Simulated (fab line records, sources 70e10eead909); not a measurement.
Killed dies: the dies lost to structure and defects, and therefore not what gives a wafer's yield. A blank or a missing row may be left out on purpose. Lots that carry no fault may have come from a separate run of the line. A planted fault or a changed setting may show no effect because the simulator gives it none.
fab line records + flow nand-harc
[record]
- lots = 6
- wafers = 18
- last-day = 33
route steps=1302 shown A_DECK1_JOINT@544 A_ONON_D2@545 END@1302
lots with no fault: from the same line, run without faults
start-h: start of the lot's first displayed wafer, in hours after the record's first day + wait-h: hours since the lot's step before + " repeats the value in the row above + L1.1+2: a single row standing in for several wafers + - no value, or no start given + * or withheld: withheld + < > ~ a bound
route shown NAME@n: a module of which the file shows steps, and the number in the route of the first + usual: mean/standard deviation taken from wafers without a fault + same: alike in all rows + chamber/n: place in a boat + sites: readings site by site + _std_site: their standard deviation + _edge_site: outer sites' mean less inner sites' + radius-mm: how far each site lies from the wafer's centre + mask NAME#n: copy n + behind: the tool/chamber that last shaped the wafer + hold: cause of the lot's hold/its duration in hours/its outcome + device: the n, p or np transistor that did not switch + end of line: the tests these same wafers got at the end of their route + step lacking rows: just its recipe + killed: dies lost to structure and defects at the first sort, not the wafer's yield + map: the dies of a wafer, with x for killed, . for not killed, _ for no die there
set.NAME: the setting the step ran with; set.NAME@STEP: the setting that earlier step ran with + model.NAME: the simulator's own value behind a step, which no gauge read
certain route steps with their lots: each step a table, each wafer a row
services: from which hour (start-h, from the record's first day; less than 0 if before it) a tool's chamber was out of use, for how many hours, and why
[[steps]]
[step NHARC_A_DECK1_JOINT_INSPECT_05]
[usual]
- raw-defect-count = 354/150
| lot.wafer | tool              | chamber | start-h | wait-h | raw-defect-count |
|-----------|-------------------|---------|---------|--------|------------------|
| L355.2    | defect-inspect-02 | -       | 284.17  | 0.0    | 290              |
| L355.4    | "                 | -       | "       | "      | 182              |
| L355.6    | "                 | -       | "       | "      | 373              |
| L361.2    | defect-inspect-01 | -       | 350.82  | 0.0    | 392              |
| L361.3    | "                 | -       | "       | "      | 165              |
| L361.5    | "                 | -       | "       | "      | 148              |
| L363.4    | defect-inspect-01 | -       | 357.34  | 0.0    | 343              |
| L363.5    | "                 | -       | "       | "      | 566              |
| L363.6    | "                 | -       | "       | "      | 618              |
| L372.1    | defect-inspect-01 | -       | 450.48  | 0.0    | 466              |
| L372.3    | "                 | -       | "       | "      | 516              |
| L372.4    | "                 | -       | "       | "      | 327              |
| L374.1    | defect-inspect-01 | -       | 471.33  | 0.0    | 615              |
| L374.3    | "                 | -       | "       | "      | 349              |
| L374.6    | "                 | -       | "       | "      | 362              |
| L376.1    | defect-inspect-02 | -       | 491.03  | 0.0    | 434              |
| L376.4    | "                 | -       | "       | "      | 390              |
| L376.6    | "                 | -       | "       | "      | 244              |
[step NHARC_A_ONON_D2_DEP_00]
[recipe]
- target-thk-a = 10000
- n2-flow-sccm = 2750
- n2o-flow-sccm = 2000
- nh3-flow-sccm = 500
- sih4-flow-sccm = 210
- temp-c = 400
[step NHARC_A_ONON_D2_THK_MEAS_02]
[recipe]
- thk-meas-gauge = ellipsometry
[usual]
- thk-nm = 998/13
| lot.wafer | tool          | chamber | start-h | wait-h | thk-nm |
|-----------|---------------|---------|---------|--------|--------|
| L355.2    | film-metro-02 | -       | 284.74  | -      | 1012   |
| L355.4    | "             | -       | "       | "      | 1014   |
| L355.6    | "             | -       | "       | "      | 1013   |
| L361.2    | film-metro-02 | -       | 351.40  | -      | 1021   |
| L361.3    | "             | -       | "       | "      | 1021   |
| L361.5    | "             | -       | "       | "      | 1021   |
| L363.4    | film-metro-01 | -       | 357.90  | -      | 994    |
| L363.5    | "             | -       | "       | "      | 994    |
| L363.6    | "             | -       | "       | "      | 995    |
| L372.1    | film-metro-01 | -       | 451.06  | -      | 1000   |
| L372.3    | "             | -       | "       | "      | 1000   |
| L372.4    | "             | -       | "       | "      | 1001   |
| L374.1    | film-metro-02 | -       | 471.93  | -      | 1011   |
| L374.3    | "             | -       | "       | "      | 1011   |
| L374.6    | "             | -       | "       | "      | 1011   |
| L376.1    | film-metro-01 | -       | 491.61  | -      | 1018   |
| L376.4    | "             | -       | "       | "      | 1017   |
| L376.6    | "             | -       | "       | "      | 1015   |
[step NHARC_A_ONON_D2_DEP_03]
[recipe]
- target-thk-a = 10000
- n2-flow-sccm = 2750
- n2o-flow-sccm = 2000
- nh3-flow-sccm = 500
- sih4-flow-sccm = 210
- temp-c = 400
[step NHARC_A_ONON_D2_THK_MEAS_05]
[recipe]
- thk-meas-gauge = ellipsometry
[usual]
- thk-nm = 997/5.7
| lot.wafer | tool          | chamber | start-h | wait-h | thk-nm |
|-----------|---------------|---------|---------|--------|--------|
| L355.2    | film-metro-01 | -       | 285.31  | -      | 996    |
| L355.4    | "             | -       | "       | "      | 996    |
| L355.6    | "             | -       | "       | "      | 996    |
| L361.2    | film-metro-01 | -       | 351.96  | -      | 997    |
| L361.3    | "             | -       | "       | "      | 997    |
| L361.5    | "             | -       | "       | "      | 996    |
| L363.4    | film-metro-01 | -       | 358.47  | -      | 1010   |
| L363.5    | "             | -       | "       | "      | 1008   |
| L363.6    | "             | -       | "       | "      | 1010   |
| L372.1    | film-metro-01 | -       | 451.62  | -      | 1001   |
| L372.3    | "             | -       | "       | "      | 999    |
| L372.4    | "             | -       | "       | "      | 1000   |
| L374.1    | film-metro-01 | -       | 472.50  | -      | 1006   |
| L374.3    | "             | -       | "       | "      | 1004   |
| L374.6    | "             | -       | "       | "      | 1003   |
| L376.1    | film-metro-02 | -       | 492.18  | -      | 1002   |
| L376.4    | "             | -       | "       | "      | 1003   |
| L376.6    | "             | -       | "       | "      | 1004   |
[step NHARC_A_ONON_D2_DEP_06]
[recipe]
- target-thk-a = 10000
- n2-flow-sccm = 2750
- n2o-flow-sccm = 2000
- nh3-flow-sccm = 500
- sih4-flow-sccm = 210
- temp-c = 400
[step NHARC_A_ONON_D2_THK_MEAS_08]
[recipe]
- thk-meas-gauge = ellipsometry
[usual]
- thk-nm = 1001/8.9
| lot.wafer | tool          | chamber | start-h | wait-h | thk-nm |
|-----------|---------------|---------|---------|--------|--------|
| L355.2    | film-metro-01 | -       | 285.87  | -      | 1010   |
| L355.4    | "             | -       | "       | "      | 1011   |
| L355.6    | "             | -       | "       | "      | 1012   |
| L361.2    | film-metro-02 | -       | 352.53  | -      | 1009   |
| L361.3    | "             | -       | "       | "      | 1009   |
| L361.5    | "             | -       | "       | "      | 1009   |
| L363.4    | film-metro-01 | -       | 359.03  | -      | 1015   |
| L363.5    | "             | -       | "       | "      | 1016   |
| L363.6    | "             | -       | "       | "      | 1015   |
| L372.1    | film-metro-01 | -       | 452.19  | -      | 1001   |
| L372.3    | "             | -       | "       | "      | 1000   |
| L372.4    | "             | -       | "       | "      | 1002   |
| L374.1    | film-metro-02 | -       | 473.06  | -      | 1003   |
| L374.3    | "             | -       | "       | "      | 1003   |
| L374.6    | "             | -       | "       | "      | 1002   |
| L376.1    | film-metro-01 | -       | 492.74  | -      | 998    |
| L376.4    | "             | -       | "       | "      | 997    |
| L376.6    | "             | -       | "       | "      | 996    |
[step NHARC_A_ONON_D2_DEP_09]
[recipe]
- target-thk-a = 10000
- n2-flow-sccm = 2750
- n2o-flow-sccm = 2000
- nh3-flow-sccm = 500
- sih4-flow-sccm = 210
- temp-c = 400
[step NHARC_A_ONON_D2_THK_MEAS_11]
[recipe]
- thk-meas-gauge = ellipsometry
[usual]
- thk-nm = 1003/8.7
| lot.wafer | tool          | chamber | start-h | wait-h | thk-nm |
|-----------|---------------|---------|---------|--------|--------|
| L355.2    | film-metro-01 | -       | 286.46  | -      | 997    |
| L355.4    | "             | -       | "       | "      | 997    |
| L355.6    | "             | -       | "       | "      | 996    |
| L361.2    | film-metro-01 | -       | 353.09  | -      | 998    |
| L361.3    | "             | -       | "       | "      | 998    |
| L361.5    | "             | -       | "       | "      | 998    |
| L363.4    | film-metro-01 | -       | 359.60  | -      | 1000   |
| L363.5    | "             | -       | "       | "      | 1000   |
| L363.6    | "             | -       | "       | "      | 1001   |
| L372.1    | film-metro-01 | -       | 452.76  | -      | 1009   |
| L372.3    | "             | -       | "       | "      | 1009   |
| L372.4    | "             | -       | "       | "      | 1008   |
| L374.1    | film-metro-02 | -       | 473.65  | -      | 1012   |
| L374.3    | "             | -       | "       | "      | 1013   |
| L374.6    | "             | -       | "       | "      | 1012   |
| L376.1    | film-metro-02 | -       | 493.31  | -      | 1004   |
| L376.4    | "             | -       | "       | "      | 1005   |
| L376.6    | "             | -       | "       | "      | 1005   |
[step NHARC_A_ONON_D2_DEP_12]
[recipe]
- target-thk-a = 10000
- n2-flow-sccm = 2750
- n2o-flow-sccm = 2000
- nh3-flow-sccm = 500
- sih4-flow-sccm = 210
- temp-c = 400
[step NHARC_A_ONON_D2_THK_MEAS_14]
[recipe]
- thk-meas-gauge = ellipsometry
[usual]
- thk-nm = 998/8.4
| lot.wafer | tool          | chamber | start-h | wait-h | thk-nm |
|-----------|---------------|---------|---------|--------|--------|
| L355.2    | film-metro-02 | -       | 287.03  | -      | 995    |
| L355.4    | "             | -       | "       | "      | 993    |
| L355.6    | "             | -       | "       | "      | 995    |
| L361.2    | film-metro-02 | -       | 353.66  | -      | 990    |
| L361.3    | "             | -       | "       | "      | 987    |
| L361.5    | "             | -       | "       | "      | 991    |
| L363.4    | film-metro-01 | -       | 360.16  | -      | 1001   |
| L363.5    | "             | -       | "       | "      | 1002   |
| L363.6    | "             | -       | "       | "      | 1002   |
| L372.1    | film-metro-01 | -       | 453.32  | -      | 998    |
| L372.3    | "             | -       | "       | "      | 996    |
| L372.4    | "             | -       | "       | "      | 997    |
| L374.1    | film-metro-02 | -       | 474.22  | -      | 993    |
| L374.3    | "             | -       | "       | "      | 995    |
| L374.6    | "             | -       | "       | "      | 992    |
| L376.1    | film-metro-02 | -       | 493.90  | -      | 1008   |
| L376.4    | "             | -       | "       | "      | 1008   |
| L376.6    | "             | -       | "       | "      | 1009   |
[step NHARC_A_ONON_D2_ANNEAL_15]
[recipe]
- temp-c = 750
- time-s = 3600
[step NHARC_A_ONON_D2_DEP_16]
[recipe]
- target-thk-a = 10000
- n2-flow-sccm = 2750
- n2o-flow-sccm = 2000
- nh3-flow-sccm = 500
- sih4-flow-sccm = 210
- temp-c = 400
[usual]
- susceptor-temp-C = 400.00/0.21
| lot.wafer | tool          | chamber | start-h | wait-h | susceptor-temp-C |
|-----------|---------------|---------|---------|--------|------------------|
| L355.2    | pecvd-onon-03 | 0       | 294.26  | 0.4    | 399.85           |
| L355.4    | "             | 0       | "       | "      | 400.34           |
| L355.6    | "             | 0       | "       | "      | 400.05           |
| L361.2    | pecvd-onon-03 | 0       | 361.20  | 0.4    | 400.07           |
| L361.3    | "             | 0       | "       | "      | 399.56           |
| L361.5    | "             | 0       | "       | "      | 399.88           |
| L363.4    | pecvd-onon-03 | 0       | 369.36  | 0.6    | 399.70           |
| L363.5    | "             | 0       | "       | "      | 399.89           |
| L363.6    | "             | 0       | "       | "      | 399.79           |
| L372.1    | pecvd-onon-03 | 0       | 460.89  | 0.4    | 399.92           |
| L372.3    | "             | 0       | "       | "      | 399.92           |
| L372.4    | "             | 0       | "       | "      | 400.05           |
| L374.1    | pecvd-onon-03 | 0       | 481.08  | 0.4    | 399.66           |
| L374.3    | "             | 0       | "       | "      | 400.19           |
| L374.6    | "             | 0       | "       | "      | 400.17           |
| L376.1    | pecvd-onon-03 | 0       | 501.38  | 0.4    | 400.06           |
| L376.4    | "             | 0       | "       | "      | 400.17           |
| L376.6    | "             | 0       | "       | "      | 400.07           |
[step NHARC_A_ONON_D2_THK_MEAS_18]
[recipe]
- thk-meas-gauge = ellipsometry
[usual]
- thk-nm = 1003/13
| lot.wafer | tool          | chamber | start-h | wait-h | thk-nm |
|-----------|---------------|---------|---------|--------|--------|
| L355.2    | film-metro-01 | -       | 294.72  | -      | 996    |
| L355.4    | "             | -       | "       | "      | 992    |
| L355.6    | "             | -       | "       | "      | 992    |
| L361.2    | film-metro-01 | -       | 361.65  | -      | 726    |
| L361.3    | "             | -       | "       | "      | 725    |
| L361.5    | "             | -       | "       | "      | 726    |
| L363.4    | film-metro-01 | -       | 369.70  | -      | 709    |
| L363.5    | "             | -       | "       | "      | 709    |
| L363.6    | "             | -       | "       | "      | 709    |
| L372.1    | film-metro-01 | -       | 461.40  | -      | 1015   |
| L372.3    | "             | -       | "       | "      | 1015   |
| L372.4    | "             | -       | "       | "      | 1014   |
| L374.1    | film-metro-02 | -       | 481.59  | -      | 1003   |
| L374.3    | "             | -       | "       | "      | 1002   |
| L374.6    | "             | -       | "       | "      | 1004   |
| L376.1    | film-metro-02 | -       | 501.89  | -      | 1002   |
| L376.4    | "             | -       | "       | "      | 999    |
| L376.6    | "             | -       | "       | "      | 1002   |
[step NHARC_A_ONON_D2_DEP_19]
[recipe]
- target-thk-a = 10000
- n2-flow-sccm = 2750
- n2o-flow-sccm = 2000
- nh3-flow-sccm = 500
- sih4-flow-sccm = 210
- temp-c = 400
[step NHARC_END_SORT_01]
[recipe]
- temp-c = 25
[usual]
- killed-at-array = 53/19
- killed-at-other = 0.7/1.1
- killed-at-periphery = 4.2/2.7
- killed-dies = 58/18
- killed-open = 3.1/1.9
- killed-short = 2.5/1.6
[same]
- gross-dies = 677
| lot.wafer | tool      | chamber | start-h | wait-h | killed-at-array | killed-at-other | killed-at-periphery | killed-dies | killed-open | killed-short |
|-----------|-----------|---------|---------|--------|-----------------|-----------------|---------------------|-------------|-------------|--------------|
| L361.2    | prober-01 | 0       | 637.13  | 2.8    | 673             | 1               | 3                   | 677         | 4           | 3            |
| L361.3    | prober-01 | 0       | 637.93  | 3.1    | 676             | 0               | 1                   | 677         | 2           | 0            |
| L361.5    | prober-01 | 0       | 639.51  | 3.7    | 675             | 0               | 2                   | 677         | 3           | 2            |
| L363.4    | prober-01 | 0       | 654.36  | 3.4    | 669             | 2               | 6                   | 677         | 3           | 6            |
| L363.5    | prober-01 | 0       | 655.17  | 3.7    | 672             | 0               | 5                   | 677         | 0           | 3            |
| L363.6    | prober-01 | 0       | 655.98  | 4.0    | 673             | 0               | 4                   | 677         | 2           | 4            |
// killed by level:class
L361.2 A_ONON_D2:area-dep=601 A_CHANNEL_HOLE_D2:chamber-film-flake=31 A_SLIT:chamber-film-flake=25 A_STAIRCASE:chamber-film-flake=3 A_CONTACT:chamber-film-flake=3 A_BLC:geometric-particle:open=2 P_STI:chamber-film-flake=2 A_CHANNEL_HOLE_D1:chamber-film-flake=2
L361.3 A_ONON_D2:area-dep=613 A_CHANNEL_HOLE_D2:chamber-film-flake=31 A_SLIT:chamber-film-flake=26 A_CONTACT:chamber-film-flake=4 P_CONTACT:geometric-particle:open=1 A_BLC:geometric-particle:open=1 A_CHANNEL_HOLE_D1:chamber-film-flake=1
L361.5 A_ONON_D2:area-dep=609 A_SLIT:chamber-film-flake=30 A_CHANNEL_HOLE_D2:chamber-film-flake=19 A_CHANNEL_HOLE_D1:chamber-film-flake=4 A_CONTACT:chamber-film-flake=4 A_ONON_D1:geometric-particle:open=2 A_STAIRCASE:chamber-film-flake=2 A_BLC:chamber-film-flake=2
L363.4 A_ONON_D2:area-dep=615 A_SLIT:chamber-film-flake=27 A_CHANNEL_HOLE_D2:chamber-film-flake=15 A_CHANNEL_HOLE_D1:chamber-film-flake=3 A_WL_FILL:chamber-film-flake=3 P_CONTACT:chamber-film-flake=2 THIN_TSV:chamber-film-flake=2 P_STI:geometric-particle:open=1
L363.5 A_ONON_D2:area-dep=620 A_SLIT:chamber-film-flake=25 A_CHANNEL_HOLE_D2:chamber-film-flake=15 A_CHANNEL_FILL_D1:chamber-film-flake=4 P_GATE:chamber-film-flake=2 P_CONTACT:chamber-film-flake=2 A_CHANNEL_HOLE_D1:chamber-film-flake=2 A_WL_FILL:chamber-film-flake=2
L363.6 A_ONON_D2:area-dep=621 A_SLIT:chamber-film-flake=30 A_CHANNEL_HOLE_D2:chamber-film-flake=8 A_WL_FILL:chamber-film-flake=5 A_CHANNEL_HOLE_D1:chamber-film-flake=3 A_STAIRCASE:chamber-film-flake=2 P_GATE:geometric-particle:short=1 P_GATE:geometric-particle:open=1
// map L361.2 (x killed, . not)
____________x____________
_________xxxxxxx_________
_______xxxxxxxxxxx_______
______xxxxxxxxxxxxx______
_____xxxxxxxxxxxxxxx_____
____xxxxxxxxxxxxxxxxx____
____xxxxxxxxxxxxxxxxx____
___xxxxxxxxxxxxxxxxxxx___
___xxxxxxxxxxxxxxxxxxx___
__xxxxxxxxxxxxxxxxxxxxx__
__xxxxxxxxxxxxxxxxxxxxx__
_xxxxxxxxxxxxxxxxxxxxxxx_
_xxxxxxxxxxxxxxxxxxxxxxx_
_xxxxxxxxxxxxxxxxxxxxxxx_
_xxxxxxxxxxxxxxxxxxxxxxx_
_xxxxxxxxxxxxxxxxxxxxxxx_
xxxxxxxxxxxxxxxxxxxxxxxxx
xxxxxxxxxxxxxxxxxxxxxxxxx
xxxxxxxxxxxxxxxxxxxxxxxxx
xxxxxxxxxxxxxxxxxxxxxxxxx
xxxxxxxxxxxxxxxxxxxxxxxxx
_xxxxxxxxxxxxxxxxxxxxxxx_
_xxxxxxxxxxxxxxxxxxxxxxx_
_xxxxxxxxxxxxxxxxxxxxxxx_
_xxxxxxxxxxxxxxxxxxxxxxx_
_xxxxxxxxxxxxxxxxxxxxxxx_
__xxxxxxxxxxxxxxxxxxxxx__
__xxxxxxxxxxxxxxxxxxxxx__
___xxxxxxxxxxxxxxxxxxx___
___xxxxxxxxxxxxxxxxxxx___
____xxxxxxxxxxxxxxxxx____
____xxxxxxxxxxxxxxxxx____
_____xxxxxxxxxxxxxxx_____
______xxxxxxxxxxxxx______
_______xxxxxxxxxxx_______
_________xxxxxxx_________
____________x____________
// map L363.4 (x killed, . not)
____________x____________
_________xxxxxxx_________
_______xxxxxxxxxxx_______
______xxxxxxxxxxxxx______
_____xxxxxxxxxxxxxxx_____
____xxxxxxxxxxxxxxxxx____
____xxxxxxxxxxxxxxxxx____
___xxxxxxxxxxxxxxxxxxx___
___xxxxxxxxxxxxxxxxxxx___
__xxxxxxxxxxxxxxxxxxxxx__
__xxxxxxxxxxxxxxxxxxxxx__
_xxxxxxxxxxxxxxxxxxxxxxx_
_xxxxxxxxxxxxxxxxxxxxxxx_
_xxxxxxxxxxxxxxxxxxxxxxx_
_xxxxxxxxxxxxxxxxxxxxxxx_
_xxxxxxxxxxxxxxxxxxxxxxx_
xxxxxxxxxxxxxxxxxxxxxxxxx
xxxxxxxxxxxxxxxxxxxxxxxxx
xxxxxxxxxxxxxxxxxxxxxxxxx
xxxxxxxxxxxxxxxxxxxxxxxxx
xxxxxxxxxxxxxxxxxxxxxxxxx
_xxxxxxxxxxxxxxxxxxxxxxx_
_xxxxxxxxxxxxxxxxxxxxxxx_
_xxxxxxxxxxxxxxxxxxxxxxx_
_xxxxxxxxxxxxxxxxxxxxxxx_
_xxxxxxxxxxxxxxxxxxxxxxx_
__xxxxxxxxxxxxxxxxxxxxx__
__xxxxxxxxxxxxxxxxxxxxx__
___xxxxxxxxxxxxxxxxxxx___
___xxxxxxxxxxxxxxxxxxx___
____xxxxxxxxxxxxxxxxx____
____xxxxxxxxxxxxxxxxx____
_____xxxxxxxxxxxxxxx_____
______xxxxxxxxxxxxx______
_______xxxxxxxxxxx_______
_________xxxxxxx_________
____________x____________
[[services]]
| tool          | chamber | start-h | hours | kind |
|---------------|---------|---------|-------|------|
| pecvd-onon-03 | -       | 408.00  | 13.0  | pm   |
[[key]]
[first-sign]
- step = NHARC_A_ONON_D2_THK_MEAS_18
- reading = thk-nm
- direction = down
- sigmas = 23
- usual = 1003
- struck = 717
[effect]
- step = NHARC_END_SORT_01
- reading = killed-dies
- direction = up
- sigmas = 34
- usual = 58
- struck = 677
[more-kills-born-at]
- NHARC_A_ONON_D2_DEP_16@pecvd-onon-03 = 3679
met-at NHARC_A_ONON_D2_DEP_16
struck-wafers L361.2,L361.3,L361.5,L363.4,L363.5,L363.6
later-rows-left-out L361.2,L361.3,L361.5,L363.4,L363.5,L363.6
tester-left-out L361,L363
onset-between 294.26 361.20
[fault]
- kind = process-parameter-drift
- tool = pecvd-onon-03
- chamber = -
- onset-h = 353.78
- steps = NHARC_A_ONON_D2_DEP_16
- channel = target-thk-a
- offset = *
- shape = step
- end-h = 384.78
- acts-in = *
- stated = *
// tester-left-out: of these lots the tester's yield and bins aren't shown, on N5 and GAA mostly nor the transistor test; their killed dies are dies lost to structure and defects alone, not to doping, threshold or leakage, so they don't give the yield
// later-rows-left-out: the simulator's readings of these wafers behind a module that went badly wrong aren't trusted and aren't shown, but for the sort
